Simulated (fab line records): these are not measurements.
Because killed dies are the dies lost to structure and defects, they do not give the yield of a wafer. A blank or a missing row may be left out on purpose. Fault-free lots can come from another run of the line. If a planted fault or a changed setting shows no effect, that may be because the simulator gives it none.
Which tool did it? | flow nand_harc | 12 lots with 36 wafers sampled at 4 steps, on a route of 1302 steps

## WHAT THE GAUGES READ, wafer by wafer
NHARC_P_GATE_CD_MEAS_11: target cd 1640 nm.
lot  | measured     | on        | cd_nm (nm)
L075 | day 4 23:58  | cd_sem-02 | 1639.0 1638.3 1637.2
L077 | day 5 10:52  | cd_sem-03 | 1640.5 1643.8 1640.7
L079 | day 6 09:27  | cd_sem-03 | 1634.7 1636.5 1638.2
L081 | day 7 06:38  | cd_sem-01 | 1642.8 1642.0 1645.2
L083 | day 8 05:29  | cd_sem-02 | 1643.4 1641.1 1643.1
L085 | day 8 22:35  | cd_sem-01 | 1633.2 1634.7 1636.3
L087 | day 9 17:35  | cd_sem-01 | 1643.1 1640.4 1639.2
L089 | day 10 11:46 | cd_sem-03 | 1642.8 1641.3 1639.3
L091 | day 11 07:55 | cd_sem-03 | 1637.3 1639.7 1639.9
L093 | day 12 07:11 | cd_sem-03 | 1636.2 1642.9 1637.5
L095 | day 13 02:38 | cd_sem-01 | 1637.2 1643.3 1640.2
L097 | day 13 19:08 | cd_sem-03 | 1640.0 1636.5 1635.6

## WHAT TOOL EACH LOT RAN ON (gives the tool, then ch and the chambers of the sampled wafers, and finally the start)
lot  | NHARC_P_ZERO_WELL_ETCH_62                     | NHARC_P_STI_ETCH_31                           | NHARC_P_STI_CMP_21
L075 | rie_diel-06 ch 1,3, day 4 07:13 or earlier    | rie_diel-07 ch 0,1, day 4 07:13 or earlier    | cmp-01 ch 0,1,2, day 4 07:13
L077 | rie_diel-08 ch 0,1,2, day 4 18:35 or earlier  | rie_diel-03 ch 0,1, day 4 18:35 or earlier    | cmp-04 ch 0,3, day 4 18:35
L079 | rie_diel-06 ch 0,1,3, day 5 15:06 or earlier  | rie_diel-11 ch 0,1,2, day 5 15:06 or earlier  | cmp-03 ch 0,1,3, day 5 15:06
L081 | rie_diel-08 ch 1,2, day 6 14:08 or earlier    | rie_diel-03 ch 0,1,2, day 6 14:08 or earlier  | cmp-04 ch 0,1, day 6 14:08
L083 | rie_diel-08 ch 0,1,3, day 7 12:41 or earlier  | rie_diel-07 ch 0,1,2, day 7 12:41 or earlier  | cmp-01 ch 1,3, day 7 12:41
L085 | rie_diel-08 ch 0,1, day 8 06:28 or earlier    | rie_diel-03 ch 2,3, day 8 06:28 or earlier    | cmp-01 ch 0,2,3, day 8 06:28
L087 | rie_diel-06 ch 0,1,3, day 9 01:07 or earlier  | rie_diel-11 ch 1,2,3, day 9 01:07 or earlier  | cmp-04 ch 1,2,3, day 9 01:07
L089 | rie_diel-06 ch 2,3, day 9 17:34 or earlier    | rie_diel-03 ch 0,1,2, day 9 17:34 or earlier  | cmp-04 ch 0,1,2, day 9 17:34
L091 | rie_diel-06 ch 0,2,3, day 10 14:09 or earlier | rie_diel-07 ch 0,1,3, day 10 14:09 or earlier | cmp-01 ch 0,1,2, day 10 14:09
L093 | rie_diel-06 ch 0,1,3, day 11 14:53 or earlier | rie_diel-07 ch 0,1,3, day 11 14:53 or earlier | cmp-03 ch 2,3, day 11 14:53
L095 | rie_diel-06 ch 1,2,3, day 12 08:38 or earlier | rie_diel-07 ch 0,1,2, day 12 08:38 or earlier | cmp-03 ch 0,3, day 12 08:38
L097 | rie_diel-08 ch 0,1,2, day 13 02:59 or earlier | rie_diel-11 ch 0,3, day 13 02:59 or earlier   | cmp-03 ch 0,2, day 13 02:59
- NHARC_P_ZERO_WELL_ETCH_62: etches the open film in CHF3/Ar, target depth 13 nm, time 6.5 s.
- NHARC_P_STI_ETCH_31: etches the open film in CF4/CHF3, target depth 108.9 nm, time 54.5 s.
- NHARC_P_STI_CMP_21: polishes, t overpolish 20 s, target thk 380.67 nm.

## THE ANSWER, worked out from the rows above alone
Rule: the lots themselves supply what counts as usual. The widest of any qualifying gaps counts: lots, ordered by their means at a reading, are off when they make up no more than a third of the lots, leave a main group of 4 or more, and stand apart from it by 3 or more times the standard deviation of that group's means. If all means in a main group match to the digits the tables above print for the reading, that group is not used. Also off: a lot with no number at a reading for which 4 or more lots have one. The other lots that the step has rows for count as sound.
Across all readings shown, no lot is off: no conclusion can be drawn from this.

## WHAT HAD BEEN PUT IN BY THE SIMULATOR
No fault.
